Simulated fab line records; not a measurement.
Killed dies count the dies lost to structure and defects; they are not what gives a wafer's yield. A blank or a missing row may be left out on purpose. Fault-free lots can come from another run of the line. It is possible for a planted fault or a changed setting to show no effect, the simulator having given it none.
Struck lot and sound lot, side by side / flow n5 finfet / 15 out of 1938 route steps
Sound: the wafers L645.2, L645.5. Struck: wafer L654.3. (L654.2, L654.5 of the same lot were not struck and are left out.) The cause comes at the end.
At each step with rows: each side's tool, then ch and its chambers, then its first start. Under that, the readings that differ: sound wafers / struck wafers / difference of the means / sigmas: that difference in standard deviations of wafers without a fault.
alike: same words and numbers on both sides, and readings whose means sit less than 2 such deviations apart. not compared: any withheld reading, any reading some wafer has no value for, any bound like >300 that may hide the same value, and any number with overlapping values for which the record gives no deviation.
The two part at a step that has a row with sigmas, a row that says differs or no value, or rows on one side only. Non-overlapping numbers with no deviation appear without sigmas and do not part them. A reading that every wafer of one side lacks parts them only if that side has two wafers or more.

first, 2 steps without rows for these wafers: N5_HKMG_FIN_STRIP_89 (strips SOC in N2/H2, time 20 s); N5_HKMG_FIN_WET_ETCH_87 (etches TiN in SC1, time 154.2 s, target depth 4.7 nm, rinse time 30 s).
N5_HKMG_FIN_STRIP_88: strips in N2/H2, time 360 s.
  sound on plasma asher-02 ch 0,1, day 4 08:01; struck on plasma asher-02 ch 0, day 6 11:15
  alike: drypump motor current A, heater power w
  not compared: rf hours counter h
then, 3 steps without rows for these wafers: N5_HKMG_FIN_NWFM_ALD_20 (deposits TiAlC, target thk 2 nm, pulse time 3 s, purge time 2 s); N5_HKMG_FIN_ALD_71 (deposits TiN, target thk 1 nm, pulse time 1 s, purge time 3 s); N5_HKMG_FIN_COAT_66 (time 60 s, resist thk 300 nm).
N5_HKMG_FIN_ETCH_67: etches SOC in N2/H2, stops on TiN, target depth 388.9 nm.
  sound on rie diel-03 ch 0,1, day 4 08:51; struck on rie diel-03 ch 0, day 6 12:05
  alike: drypump motor current A, oes product au, rf vpp V, showerhead plenum p Torr, throttle valve pct
  not compared: rf hours counter h
then, 2 steps without rows for these wafers: N5_HKMG_FIN_STRIP_90 (strips SOC in N2/H2, time 20 s); N5_HKMG_FIN_WET_ETCH_73 (etches the open film in SC1, time 42.3 s, target depth 1.3 nm, rinse time 30 s).
N5_HKMG_FIN_ETCHBACK_68: etches the open film in Cl2/Ar, stops on HfO2, target depth 0.5 nm.
  sound on rie metal-02 ch 0, day 4 09:04; struck on rie metal-02 ch 1, day 6 12:18
reading=drypump motor current A (A); sound=5.66 5.64; struck=6.29; difference=+0.64; sigmas=+2
reading=oes_ar_750_au (a.u.); sound=1.00 0.99; struck=0.65; difference=-0.34; sigmas=-2
reading=oes product au (a.u.); sound=0.97 0.98; struck=0.67; difference=-0.30; sigmas=-2
  alike: mfc ar sccm, throttle valve pct
  not compared: rf hours counter h
N5_HKMG_FIN_STRIP_69: strips in N2/H2, time 360 s.
  sound on plasma asher-02 ch 0,1, day 4 09:13; struck on plasma asher-02 ch 0, day 6 12:26
  alike: drypump motor current A, heater power w
  not compared: rf hours counter h
N5_HKMG_FIN_ALD_21: deposits TiN, target thk 1.5 nm, pulse time 1 s, purge time 3 s.
  sound on ald metal-03 ch 2,3, day 4 09:35; struck on ald metal-04 ch 0, day 6 12:49
reading=susceptor temp C (C); sound=400.23 400.18; struck=399.49; difference=-0.72; sigmas=-3
  alike: heater power w, precursor pulse height rel
  not compared: ald cycles
N5_HKMG_FIN_ALD_72: deposits W, target thk 2 nm, pulse time 1 s, purge time 2 s.
  sound on cvd w-02 ch 1, day 4 09:57; struck on cvd w-02 ch 1, day 6 13:11
reading=ald cycles; sound=7 7; struck=10; difference=+3; sigmas=
reading=model.W_of_HKMG_FIN_ALD_72.thk nm (nm); sound=2.2 2.2; struck=3; difference=+1; sigmas=
  alike: heater power w, precursor pulse height rel, susceptor temp C
then, 1 step without rows for these wafers: N5_HKMG_FIN_W_FILL_22 (material W, target thk 60 nm, time 18.2 s).
-- the record jumps here: 8 days lie between the struck wafers' starts before and after (it left off in module HKMG_FIN and takes up again in module PASSIVATION, whose first step shown is number 1936 of the route) --
N5_PASSIVATION_PROBE_49:
  rows exist in the record for the struck wafers here (prober-01, day 14 07:07), but not for the sound ones

WHERE THEY PART
Earliest at N5_HKMG_FIN_ETCHBACK_68; latest, in this record, at N5_PASSIVATION_PROBE_49.

WHY: what the simulator had put in
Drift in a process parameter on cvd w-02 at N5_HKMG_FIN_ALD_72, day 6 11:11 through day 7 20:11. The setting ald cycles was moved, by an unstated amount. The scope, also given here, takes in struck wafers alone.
